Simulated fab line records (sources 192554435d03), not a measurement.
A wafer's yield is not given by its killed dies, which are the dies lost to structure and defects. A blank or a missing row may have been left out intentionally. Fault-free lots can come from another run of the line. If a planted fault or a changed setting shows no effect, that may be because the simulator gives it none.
fab line records :: flow n5Finfet :: part 2 of 2: steps 27 to 31 of 31
record
  lots=5
  wafers=15
  lastDay=17
route steps=1938 shown BEOL_M11@1588 BEOL_M12@1602
lots with no fault: from the same line, run without faults
startH: start of the lot's first displayed wafer, in hours after the record's first day :: waitH: hours from the lot's prior step to this one :: " the same as in the row above :: L1.1+2: several wafers, shown together as one row :: - no value, or no start given :: * or withheld: withheld :: < > ~ a bound
route shown NAME@n: names a module that has steps shown in the file, with the first one's number in the route :: usual: mean and standard deviation over wafers with no fault :: same: alike in all rows :: chamber/n: place in a boat :: sites: readings site by site :: _std_site: standard deviation across them :: _edge_site: the outer-site mean with the inner-site mean subtracted :: radiusMm: for every site, how far away it sits from the centre of the wafer :: mask NAME#n: copy n :: behind: the tool/chamber that last shaped the wafer :: hold: the reason the lot was held/the length of the hold in hours/how it ended :: device: which transistor (n, p or np) failed to switch :: end of line: tests of these same wafers at the route's end :: a step given without rows: its recipe and nothing more :: killed: dies that structure and defects cost at the first sort, which is not the same as the wafer's yield :: map: the dies of a wafer, with x for killed, . for not killed, _ for no die there
set.NAME: setting as actually run; set.NAME@STEP: the setting as run at that earlier step :: model.NAME: the simulator's own value behind a step, which no gauge read
lots at some steps of the route; a table a step, a row a wafer
services: the hour from which a tool's chamber was out of use, counted from the record's first day as startH (under 0 if before that day), plus the number of hours and why
## steps
# step N5_BEOL_M12_INSPECT_12
# recipe
  mode=adi
  inspectInstrument=macro
# usual
  rawDefectCount=1.9/1.4
lot.wafer: L077.1
tool: defectInspect-02
chamber: -
startH: 244.93
waitH: 0.0
rawDefectCount: 2

lot.wafer: L077.3
tool: defectInspect-02
chamber: -
startH: 244.93
waitH: 0.0
rawDefectCount: 3

lot.wafer: L077.4
tool: defectInspect-02
chamber: -
startH: 244.93
waitH: 0.0
rawDefectCount: 0

lot.wafer: L082.2
tool: defectInspect-01
chamber: -
startH: 271.19
waitH: 0.0
rawDefectCount: 2

lot.wafer: L082.4
tool: defectInspect-01
chamber: -
startH: 271.19
waitH: 0.0
rawDefectCount: 0

lot.wafer: L082.5
tool: defectInspect-01
chamber: -
startH: 271.19
waitH: 0.0
rawDefectCount: 2

lot.wafer: L088.3
tool: defectInspect-01
chamber: -
startH: 315.45
waitH: 0.0
rawDefectCount: 2

lot.wafer: L088.5
tool: defectInspect-01
chamber: -
startH: 315.45
waitH: 0.0
rawDefectCount: 2

lot.wafer: L088.6
tool: defectInspect-01
chamber: -
startH: 315.45
waitH: 0.0
rawDefectCount: 3

lot.wafer: L087.2
tool: defectInspect-02
chamber: -
startH: 316.01
waitH: 0.0
rawDefectCount: 1

lot.wafer: L087.4
tool: defectInspect-02
chamber: -
startH: 316.01
waitH: 0.0
rawDefectCount: 0

lot.wafer: L087.6
tool: defectInspect-02
chamber: -
startH: 316.01
waitH: 0.0
rawDefectCount: 1

lot.wafer: L097.2
tool: defectInspect-01
chamber: -
startH: 366.26
waitH: 0.0
rawDefectCount: 1

lot.wafer: L097.4
tool: defectInspect-01
chamber: -
startH: 366.26
waitH: 0.0
rawDefectCount: 0

lot.wafer: L097.6
tool: defectInspect-01
chamber: -
startH: 366.26
waitH: 0.0
rawDefectCount: 2
# step N5_BEOL_M12_DESCUM_15
# recipe
  chemistry=O2
  timeS=7.9
  sourcePowerW=50
  biasPowerW=20
  pressureMtorr=20
  rfFrequencyHz=2.712e+07
  tempC=40
  o2FlowSccm=225
# usual
  drypumpMotorCurrentA=5.6/0.51
  oesProductAu=0.80/0.084
  rfVppV=243.2/1.5
  showerheadPlenumPTorr=2.10/0.075
  tempC=39.99/0.12
  throttleValvePct=20.48/0.21
lot.wafer: L077.1
tool: rieDiel-01
chamber: 1
startH: 244.97
waitH: 0.0
drypumpMotorCurrentA: 5.7
oesProductAu: 0.90
rfHoursCounterH: 29
rfVppV: 241.0
showerheadPlenumPTorr: 2.05
tempC: 39.96
throttleValvePct: 20.28

lot.wafer: L077.3
tool: rieDiel-01
chamber: 3
startH: 244.97
waitH: 0.0
drypumpMotorCurrentA: 6.5
oesProductAu: 0.83
rfHoursCounterH: 74
rfVppV: 244.9
showerheadPlenumPTorr: 2.21
tempC: 39.80
throttleValvePct: 20.23

lot.wafer: L077.4
tool: rieDiel-01
chamber: 0
startH: 244.97
waitH: 0.0
drypumpMotorCurrentA: 5.6
oesProductAu: 0.71
rfHoursCounterH: 234
rfVppV: 243.5
showerheadPlenumPTorr: 2.06
tempC: 40.08
throttleValvePct: 20.67

lot.wafer: L082.2
tool: rieDiel-03
chamber: 2
startH: 271.23
waitH: 0.0
drypumpMotorCurrentA: 5.7
oesProductAu: 0.69
rfHoursCounterH: 245
rfVppV: 241.1
showerheadPlenumPTorr: 1.97
tempC: 40.05
throttleValvePct: 20.67

lot.wafer: L082.4
tool: rieDiel-03
chamber: 0
startH: 271.23
waitH: 0.0
drypumpMotorCurrentA: 6.3
oesProductAu: 0.68
rfHoursCounterH: -
rfVppV: 243.2
showerheadPlenumPTorr: 2.15
tempC: 40.09
throttleValvePct: 20.76

lot.wafer: L082.5
tool: rieDiel-03
chamber: 1
startH: 271.23
waitH: 0.0
drypumpMotorCurrentA: 4.8
oesProductAu: 0.77
rfHoursCounterH: -
rfVppV: 242.3
showerheadPlenumPTorr: 2.02
tempC: 39.76
throttleValvePct: 20.13

lot.wafer: L088.3
tool: rieDiel-03
chamber: 0
startH: 315.50
waitH: 0.0
drypumpMotorCurrentA: 6.3
oesProductAu: 0.95
rfHoursCounterH: -
rfVppV: 243.9
showerheadPlenumPTorr: 2.15
tempC: 40.13
throttleValvePct: 20.44

lot.wafer: L088.5
tool: rieDiel-03
chamber: 0
startH: 315.50
waitH: 0.0
drypumpMotorCurrentA: 6.3
oesProductAu: 0.95
rfHoursCounterH: -
rfVppV: 242.2
showerheadPlenumPTorr: 2.15
tempC: 39.91
throttleValvePct: 20.45

lot.wafer: L088.6
tool: rieDiel-03
chamber: 3
startH: 315.50
waitH: 0.0
drypumpMotorCurrentA: 5.8
oesProductAu: 0.86
rfHoursCounterH: -
rfVppV: 242.5
showerheadPlenumPTorr: 2.13
tempC: 39.95
throttleValvePct: 20.55

lot.wafer: L087.2
tool: rieDiel-01
chamber: 0
startH: 316.04
waitH: 0.0
drypumpMotorCurrentA: 5.6
oesProductAu: 1.04
rfHoursCounterH: 0
rfVppV: 241.6
showerheadPlenumPTorr: 2.06
tempC: 39.87
throttleValvePct: 20.36

lot.wafer: L087.4
tool: rieDiel-01
chamber: 1
startH: 316.04
waitH: 0.0
drypumpMotorCurrentA: 5.7
oesProductAu: 0.87
rfHoursCounterH: 53
rfVppV: 242.5
showerheadPlenumPTorr: 2.04
tempC: 39.97
throttleValvePct: 20.31

lot.wafer: L087.6
tool: rieDiel-01
chamber: 1
startH: 316.04
waitH: 0.0
drypumpMotorCurrentA: 5.8
oesProductAu: 0.86
rfHoursCounterH: -
rfVppV: 242.8
showerheadPlenumPTorr: 2.04
tempC: 39.84
throttleValvePct: 20.31

lot.wafer: L097.2
tool: rieDiel-01
chamber: 2
startH: 366.30
waitH: 0.0
drypumpMotorCurrentA: 5.1
oesProductAu: 0.72
rfHoursCounterH: 177
rfVppV: 244.8
showerheadPlenumPTorr: 2.17
tempC: 40.12
throttleValvePct: 20.80

lot.wafer: L097.4
tool: rieDiel-01
chamber: 3
startH: 366.30
waitH: 0.0
drypumpMotorCurrentA: 6.5
oesProductAu: 0.78
rfHoursCounterH: 114
rfVppV: 242.9
showerheadPlenumPTorr: 2.20
tempC: 40.07
throttleValvePct: 20.29

lot.wafer: L097.6
tool: rieDiel-01
chamber: 3
startH: 366.30
waitH: 0.0
drypumpMotorCurrentA: 6.5
oesProductAu: 0.78
rfHoursCounterH: -
rfVppV: 245.4
showerheadPlenumPTorr: 2.20
tempC: 39.94
throttleValvePct: 20.28
# step N5_BEOL_M12_ETCH_59
# recipe
  chemistry=N2/H2
  target=BARC
  targetDepthA=890
  overetchA=267
  timeS=67.9
  ionEnergyEv=200
  pressureMtorr=30
  sourceW=840
  biasW=150
  n2FlowSccm=200
  h2FlowSccm=200
# usual
  drypumpMotorCurrentA=5.6/0.51
  oesProductAu=0.68/0.067
  rfVppV=524.2/2.6
  showerheadPlenumPTorr=2.55/0.093
  throttleValvePct=17.91/0.25
lot.wafer: L077.1
tool: rieDiel-01
chamber: 1
startH: 245.00
waitH: 0.0
drypumpMotorCurrentA: 5.8
oesProductAu: 0.76
rfHoursCounterH: 29
rfVppV: 522.6
showerheadPlenumPTorr: 2.49
throttleValvePct: 17.76

lot.wafer: L077.3
tool: rieDiel-01
chamber: 3
startH: 245.00
waitH: 0.0
drypumpMotorCurrentA: 6.5
oesProductAu: 0.70
rfHoursCounterH: 74
rfVppV: 527.7
showerheadPlenumPTorr: 2.68
throttleValvePct: 17.61

lot.wafer: L077.4
tool: rieDiel-01
chamber: 0
startH: 245.00
waitH: 0.0
drypumpMotorCurrentA: 5.6
oesProductAu: 0.62
rfHoursCounterH: 234
rfVppV: 523.5
showerheadPlenumPTorr: 2.49
throttleValvePct: 18.04

lot.wafer: L082.2
tool: rieDiel-03
chamber: 2
startH: 271.26
waitH: 0.0
drypumpMotorCurrentA: 5.7
oesProductAu: 0.59
rfHoursCounterH: 245
rfVppV: 519.3
showerheadPlenumPTorr: 2.40
throttleValvePct: 18.11

lot.wafer: L082.4
tool: rieDiel-03
chamber: 0
startH: 271.26
waitH: 0.0
drypumpMotorCurrentA: 6.3
oesProductAu: 0.58
rfHoursCounterH: -
rfVppV: 525.8
showerheadPlenumPTorr: 2.61
throttleValvePct: 18.22

lot.wafer: L082.5
tool: rieDiel-03
chamber: 1
startH: 271.26
waitH: 0.0
drypumpMotorCurrentA: 4.8
oesProductAu: 0.67
rfHoursCounterH: -
rfVppV: 522.5
showerheadPlenumPTorr: 2.44
throttleValvePct: 17.51

lot.wafer: L088.3
tool: rieDiel-03
chamber: 0
startH: 315.57
waitH: 0.0
drypumpMotorCurrentA: 6.2
oesProductAu: 0.80
rfHoursCounterH: -
rfVppV: 524.7
showerheadPlenumPTorr: 2.61
throttleValvePct: 17.84

lot.wafer: L088.5
tool: rieDiel-03
chamber: 0
startH: 315.57
waitH: 0.0
drypumpMotorCurrentA: 6.2
oesProductAu: 0.80
rfHoursCounterH: -
rfVppV: 524.3
showerheadPlenumPTorr: 2.61
throttleValvePct: 17.84

lot.wafer: L088.6
tool: rieDiel-03
chamber: 3
startH: 315.57
waitH: 0.0
drypumpMotorCurrentA: 5.8
oesProductAu: 0.73
rfHoursCounterH: -
rfVppV: 525.4
showerheadPlenumPTorr: 2.56
throttleValvePct: 17.82

lot.wafer: L087.2
tool: rieDiel-01
chamber: 0
startH: 316.08
waitH: 0.0
drypumpMotorCurrentA: 5.7
oesProductAu: 0.87
rfHoursCounterH: 0
rfVppV: 523.4
showerheadPlenumPTorr: 2.49
throttleValvePct: 17.69

lot.wafer: L087.4
tool: rieDiel-01
chamber: 1
startH: 316.08
waitH: 0.0
drypumpMotorCurrentA: 5.7
oesProductAu: 0.73
rfHoursCounterH: 53
rfVppV: 523.1
showerheadPlenumPTorr: 2.48
throttleValvePct: 17.78

lot.wafer: L087.6
tool: rieDiel-01
chamber: 1
startH: 316.08
waitH: 0.0
drypumpMotorCurrentA: 5.7
oesProductAu: 0.73
rfHoursCounterH: -
rfVppV: 521.4
showerheadPlenumPTorr: 2.48
throttleValvePct: 17.78

lot.wafer: L097.2
tool: rieDiel-01
chamber: 2
startH: 366.33
waitH: 0.0
drypumpMotorCurrentA: 5.1
oesProductAu: 0.63
rfHoursCounterH: 177
rfVppV: 526.7
showerheadPlenumPTorr: 2.64
throttleValvePct: 18.32

lot.wafer: L097.4
tool: rieDiel-01
chamber: 3
startH: 366.33
waitH: 0.0
drypumpMotorCurrentA: 6.5
oesProductAu: 0.66
rfHoursCounterH: 114
rfVppV: 527.0
showerheadPlenumPTorr: 2.67
throttleValvePct: 17.65

lot.wafer: L097.6
tool: rieDiel-01
chamber: 3
startH: 366.33
waitH: 0.0
drypumpMotorCurrentA: 6.5
oesProductAu: 0.66
rfHoursCounterH: -
rfVppV: 527.4
showerheadPlenumPTorr: 2.67
throttleValvePct: 17.68
# step N5_BEOL_M12_VIA_ETCH_16
# recipe
  chemistry=C4F8/O2/Ar
  target=SiOC
  pressureMtorr=30
  sourceW=3000
  biasW=700
  Ar_flow_sccm=400
  C4F8_flow_sccm=15
  O2_flow_sccm=8
  heInnerTorr=15
  heOuterTorr=30
  targetDepthA=7248
  timeS=withheld
  ionEnergyEv=250
  ends=cleared
# usual
  drypumpMotorCurrentA=5.6/0.51
  oesProductAu=0.72/0.076
  rfVppV=666/3.2
  showerheadPlenumPTorr=3.43/0.12
  throttleValvePct=24.21/0.24
lot.wafer: L077.1
tool: rieDiel-01
chamber: 1
startH: 245.06
waitH: 0.0
drypumpMotorCurrentA: 5.7
oesProductAu: 0.81
rfVppV: 663
showerheadPlenumPTorr: 3.34
throttleValvePct: 24.04

lot.wafer: L077.3
tool: rieDiel-01
chamber: 3
startH: 245.06
waitH: 0.0
drypumpMotorCurrentA: 6.5
oesProductAu: 0.74
rfVppV: 671
showerheadPlenumPTorr: 3.58
throttleValvePct: 23.88

lot.wafer: L077.4
tool: rieDiel-01
chamber: 0
startH: 245.06
waitH: 0.0
drypumpMotorCurrentA: 5.6
oesProductAu: 0.64
rfVppV: 664
showerheadPlenumPTorr: 3.35
throttleValvePct: 24.33

lot.wafer: L082.2
tool: rieDiel-03
chamber: 2
startH: 271.31
waitH: 0.0
drypumpMotorCurrentA: 5.8
oesProductAu: 0.61
rfVppV: 662
showerheadPlenumPTorr: 3.25
throttleValvePct: 24.48

lot.wafer: L082.4
tool: rieDiel-03
chamber: 0
startH: 271.31
waitH: 0.0
drypumpMotorCurrentA: 6.3
oesProductAu: 0.61
rfVppV: 668
showerheadPlenumPTorr: 3.49
throttleValvePct: 24.38

lot.wafer: L082.5
tool: rieDiel-03
chamber: 1
startH: 271.31
waitH: 0.0
drypumpMotorCurrentA: 4.9
oesProductAu: 0.70
rfVppV: 662
showerheadPlenumPTorr: 3.32
throttleValvePct: 23.95

lot.wafer: L088.3
tool: rieDiel-03
chamber: 0
startH: 315.71
waitH: 0.1
drypumpMotorCurrentA: 6.3
oesProductAu: 0.86
rfVppV: 667
showerheadPlenumPTorr: 3.48
throttleValvePct: 24.11

lot.wafer: L088.5
tool: rieDiel-03
chamber: 0
startH: 315.71
waitH: 0.1
drypumpMotorCurrentA: 6.3
oesProductAu: 0.85
rfVppV: 666
showerheadPlenumPTorr: 3.48
throttleValvePct: 24.11

lot.wafer: L088.6
tool: rieDiel-03
chamber: 3
startH: 315.71
waitH: 0.1
drypumpMotorCurrentA: 5.8
oesProductAu: 0.78
rfVppV: 667
showerheadPlenumPTorr: 3.45
throttleValvePct: 24.24

lot.wafer: L087.2
tool: rieDiel-01
chamber: 0
startH: 316.13
waitH: 0.0
drypumpMotorCurrentA: 5.6
oesProductAu: 0.92
rfVppV: 663
showerheadPlenumPTorr: 3.34
throttleValvePct: 24.07

lot.wafer: L087.4
tool: rieDiel-01
chamber: 1
startH: 316.13
waitH: 0.0
drypumpMotorCurrentA: 5.8
oesProductAu: 0.78
rfVppV: 666
showerheadPlenumPTorr: 3.33
throttleValvePct: 24.06

lot.wafer: L087.6
tool: rieDiel-01
chamber: 1
startH: 316.13
waitH: 0.0
drypumpMotorCurrentA: 5.7
oesProductAu: 0.78
rfVppV: 663
showerheadPlenumPTorr: 3.33
throttleValvePct: 24.07

lot.wafer: L097.2
tool: rieDiel-01
chamber: 2
startH: 366.38
waitH: 0.0
drypumpMotorCurrentA: 5.1
oesProductAu: 0.66
rfVppV: 670
showerheadPlenumPTorr: 3.55
throttleValvePct: 24.67

lot.wafer: L097.4
tool: rieDiel-01
chamber: 3
startH: 366.38
waitH: 0.0
drypumpMotorCurrentA: 6.5
oesProductAu: 0.70
rfVppV: 671
showerheadPlenumPTorr: 3.56
throttleValvePct: 23.93

lot.wafer: L097.6
tool: rieDiel-01
chamber: 3
startH: 366.38
waitH: 0.0
drypumpMotorCurrentA: 6.5
oesProductAu: 0.70
rfVppV: 669
showerheadPlenumPTorr: 3.56
throttleValvePct: 23.93
# step N5_BEOL_M12_STRIP_63
# recipe
  chemistry=N2/H2
  powerW=1000
  tempC=250
  h2Frac=0.65
  overashFraction=0.3
  pressureMtorr=1000
  n2FlowSccm=1750
  h2FlowSccm=3250
# usual
  drypumpMotorCurrentA=5.7/0.33
  heaterPowerW=353/37
  oesProductAu=0.693/0.0049
  stripTimeToEndpointS=42.4/0.74
  tempC=249.99/0.17
lot.wafer: L077.1
tool: plasmaAsher-02
chamber: 1
startH: 245.25
waitH: -
drypumpMotorCurrentA: 5.6
heaterPowerW: 408
oesProductAu: 0.693
rfHoursCounterH: 59
stripTimeToEndpointS: 41.9
tempC: 249.83

lot.wafer: L077.3
tool: plasmaAsher-02
chamber: 0
startH: 245.25
waitH: -
drypumpMotorCurrentA: 5.9
heaterPowerW: 316
oesProductAu: 0.695
rfHoursCounterH: -
stripTimeToEndpointS: 41.2
tempC: 250.35

lot.wafer: L077.4
tool: plasmaAsher-02
chamber: 1
startH: 245.25
waitH: -
drypumpMotorCurrentA: 5.6
heaterPowerW: 403
oesProductAu: 0.695
rfHoursCounterH: -
stripTimeToEndpointS: 41.4
tempC: 249.93

lot.wafer: L082.2
tool: plasmaAsher-01
chamber: 1
startH: 271.51
waitH: -
drypumpMotorCurrentA: 6.2
heaterPowerW: 318
oesProductAu: 0.688
rfHoursCounterH: 141
stripTimeToEndpointS: 42.5
tempC: 250.13

lot.wafer: L082.4
tool: plasmaAsher-01
chamber: 1
startH: 271.51
waitH: -
drypumpMotorCurrentA: 6.2
heaterPowerW: 314
oesProductAu: 0.700
rfHoursCounterH: -
stripTimeToEndpointS: 42.1
tempC: 250.04

lot.wafer: L082.5
tool: plasmaAsher-01
chamber: 1
startH: 271.51
waitH: -
drypumpMotorCurrentA: 6.2
heaterPowerW: 323
oesProductAu: 0.690
rfHoursCounterH: -
stripTimeToEndpointS: 42.1
tempC: 250.35

lot.wafer: L088.3
tool: plasmaAsher-02
chamber: 0
startH: 315.93
waitH: -
drypumpMotorCurrentA: 5.9
heaterPowerW: 321
oesProductAu: 0.698
rfHoursCounterH: -
stripTimeToEndpointS: 42.0
tempC: 250.19

lot.wafer: L088.5
tool: plasmaAsher-02
chamber: 0
startH: 315.93
waitH: -
drypumpMotorCurrentA: 5.9
heaterPowerW: 319
oesProductAu: 0.683
rfHoursCounterH: -
stripTimeToEndpointS: 40.9
tempC: 250.28

lot.wafer: L088.6
tool: plasmaAsher-02
chamber: 1
startH: 315.93
waitH: -
drypumpMotorCurrentA: 5.7
heaterPowerW: 395
oesProductAu: 0.695
rfHoursCounterH: -
stripTimeToEndpointS: 42.7
tempC: 249.83

lot.wafer: L087.2
tool: plasmaAsher-02
chamber: 0
startH: 316.33
waitH: -
drypumpMotorCurrentA: 5.9
heaterPowerW: 318
oesProductAu: 0.691
rfHoursCounterH: 71
stripTimeToEndpointS: 42.6
tempC: 250.05

lot.wafer: L087.4
tool: plasmaAsher-02
chamber: 1
startH: 316.33
waitH: -
drypumpMotorCurrentA: 5.7
heaterPowerW: 408
oesProductAu: 0.691
rfHoursCounterH: -
stripTimeToEndpointS: 41.9
tempC: 250.07

lot.wafer: L087.6
tool: plasmaAsher-02
chamber: 1
startH: 316.33
waitH: -
drypumpMotorCurrentA: 5.6
heaterPowerW: 407
oesProductAu: 0.697
rfHoursCounterH: -
stripTimeToEndpointS: 41.6
tempC: 250.04

lot.wafer: L097.2
tool: plasmaAsher-02
chamber: 0
startH: 366.58
waitH: -
drypumpMotorCurrentA: 5.9
heaterPowerW: 318
oesProductAu: 0.690
rfHoursCounterH: 82
stripTimeToEndpointS: 43.6
tempC: 249.78

lot.wafer: L097.4
tool: plasmaAsher-02
chamber: 0
startH: 366.58
waitH: -
drypumpMotorCurrentA: 5.9
heaterPowerW: 319
oesProductAu: 0.694
rfHoursCounterH: -
stripTimeToEndpointS: 42.3
tempC: 249.93

lot.wafer: L097.6
tool: plasmaAsher-02
chamber: 1
startH: 366.58
waitH: -
drypumpMotorCurrentA: 5.6
heaterPowerW: 402
oesProductAu: 0.696
rfHoursCounterH: -
stripTimeToEndpointS: 41.7
tempC: 250.17
## services
tool: rieDiel-03
chamber: 0
startH: 218.88
hours: 6.2
kind: repair

tool: cvdCo-02
chamber: -
startH: 219.85
hours: 1.3
kind: repair

tool: cmp-01
chamber: -
startH: 221.20
hours: 4.0
kind: pm

tool: krfScanner-02
chamber: -
startH: 221.36
hours: 0.8
kind: pm

tool: krfScanner-01
chamber: -
startH: 224.69
hours: 0.8
kind: pm

tool: aldMetal-01
chamber: 3
startH: 227.22
hours: 2.6
kind: repair

tool: krfScanner-02
chamber: -
startH: 238.27
hours: 1.3
kind: pm

tool: plasmaAsher-02
chamber: -
startH: 252.11
hours: 21.5
kind: repair

tool: cmp-03
chamber: -
startH: 260.77
hours: 3.3
kind: pm

tool: pecvd-01
chamber: 0
startH: 271.13
hours: 58.4
kind: repair

tool: cmp-03
chamber: -
startH: 273.35
hours: 1.4
kind: repair

tool: krfScanner-02
chamber: -
startH: 273.57
hours: 1.9
kind: repair

tool: pvdSputter-03
chamber: -
startH: 278.15
hours: 5.5
kind: repair

tool: pecvd-01
chamber: 2
startH: 280.52
hours: 5.9
kind: repair

tool: cmp-03
chamber: -
startH: 292.18
hours: 4.0
kind: pm

tool: pvdSputter-02
chamber: -
startH: 294.67
hours: 5.9
kind: repair

tool: rtpAnneal-02
chamber: -
startH: 306.38
hours: 4.2
kind: pm

tool: pvdSputter-01
chamber: -
startH: 310.24
hours: 2.1
kind: repair

tool: krfScanner-02
chamber: -
startH: 310.60
hours: 4.0
kind: pm

tool: cmp-03
chamber: -
startH: 312.01
hours: 4.2
kind: repair

tool: krfScanner-02
chamber: -
startH: 327.65
hours: 1.0
kind: pm

tool: ecdCu-02
chamber: -
startH: 327.71
hours: 2.7
kind: repair

tool: cmp-03
chamber: -
startH: 338.88
hours: 11.3
kind: pm

tool: rieDiel-01
chamber: -
startH: 354.60
hours: 0.3
kind: repair
